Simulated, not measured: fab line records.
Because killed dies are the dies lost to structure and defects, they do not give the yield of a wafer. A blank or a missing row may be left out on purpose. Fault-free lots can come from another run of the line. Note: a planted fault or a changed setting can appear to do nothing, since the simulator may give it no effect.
One fault seen from 2 desks || flow n5_finfet || each desk has only its own numbers; what lay behind them comes last

AT THE METROLOGY DESK
Means of the sampled wafers that have a number, per lot and without regard to the tool the lot ran on: this is what the gauges read. The brackets show how far a lot's mean lies from the usual mean; more than 4 standard deviations puts the lot out of limits, marked OUT.
Columns: A = V11_OVL at N5_BEOL_M12_OVL_MEAS_11, usual -4 nm
{"lot": "L456", "first seen here": "day 11 03:50", "A": 4}
{"lot": "L458", "first seen here": "day 11 07:31", "A": 1}
{"lot": "L457", "first seen here": "day 11 11:07", "A": -11}
{"lot": "L459", "first seen here": "day 12 16:19", "A": 4}
{"lot": "L466", "first seen here": "day 13 16:00", "A": -6}
{"lot": "L464", "first seen here": "day 13 18:54", "A": -10}
{"lot": "L465", "first seen here": "day 14 04:38", "A": 0}
{"lot": "L472", "first seen here": "day 15 17:37", "A": -9}
{"lot": "L475", "first seen here": "day 16 12:32", "A": -11}
{"lot": "L478", "first seen here": "day 16 21:01", "A": -5}
{"lot": "L476", "first seen here": "day 17 00:33", "A": -18}
{"lot": "L477", "first seen here": "day 17 00:41", "A": -5}
Finding of this desk: none of the 12 lots has anything out of limits.

TOOL OWNER'S DESK, rie_diel-02
The tool's own readings at N5_BEOL_M12_ETCH_68 (etches SOC in N2/H2, time 285 s): means of the sampled wafers that have a number, for each lot that ran on this tool. The brackets show how far a lot's mean lies from the usual mean; more than 4 standard deviations puts the lot out of limits, marked OUT.
Columns: A = drypump_motor_current_A at N5_BEOL_M12_ETCH_68, usual 5.5 A; B = oes_product_au at N5_BEOL_M12_ETCH_68, usual 0.76 a.u.; C = rf_vpp_V at N5_BEOL_M12_ETCH_68, usual 523.2 V; D = run_length_s at N5_BEOL_M12_ETCH_68, usual 308.4 s; E = showerhead_plenum_p_Torr at N5_BEOL_M12_ETCH_68, usual 2.52 Torr; F = throttle_valve_pct at N5_BEOL_M12_ETCH_68, usual 17.81 %
{"lot": "L456", "first seen here": "day 11 05:19", "A": 5.3, "B": 0.76, "C": 523.0, "D": 308.3, "E": 2.55, "F": 17.87}
{"lot": "L458", "first seen here": "day 11 08:49", "A": 5.2, "B": 0.81, "C": 522.3, "D": 308.8, "E": 2.50, "F": 18.05}
{"lot": "L466", "first seen here": "day 13 17:16", "A": 5.2, "B": 0.77, "C": 523.6, "D": "315.0 (+13) OUT", "E": 2.55, "F": 17.84}
{"lot": "L464", "first seen here": "day 13 20:15", "A": 5.2, "B": 0.76, "C": 524.5, "D": "314.8 (+13) OUT", "E": 2.55, "F": 17.85}
{"lot": "L465", "first seen here": "day 14 05:55", "A": 5.2, "B": 0.76, "C": 523.4, "D": "314.6 (+13) OUT", "E": 2.50, "F": 18.09}
{"lot": "L476", "first seen here": "day 17 02:14", "A": 5.3, "B": 0.72, "C": 523.7, "D": 308.2, "E": 2.53, "F": 17.96}
{"lot": "L477", "first seen here": "day 17 02:47", "A": 5.3, "B": 0.73, "C": 523.1, "D": 308.6, "E": 2.53, "F": 18.04}
This desk finds L464, L465, L466 out of limits, L466 being first, at day 13 17:16 (run_length_s at N5_BEOL_M12_ETCH_68). L456, L458, L476, L477 stayed within limits.

PUT TOGETHER
An alarm could have come from the tool owner's desk at day 13 17:16, on L464, L465, L466.
Metrology desk: nothing out of limits seen.
The metrology desk holds a record of L464, L465, L466, inside its limits.
Of the lots named, all ran N5_BEOL_M12_ETCH_68 on rie_diel-02.

WHAT THE SIMULATOR PUT IN
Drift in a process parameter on rie_diel-02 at N5_BEOL_M12_ETCH_68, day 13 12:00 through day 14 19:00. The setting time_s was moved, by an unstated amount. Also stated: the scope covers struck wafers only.
Shown lots that were struck: L464, L465, L466.
Delay in hours, fault start to first out-of-limits reading, by desk: the tool owner's desk at 5.
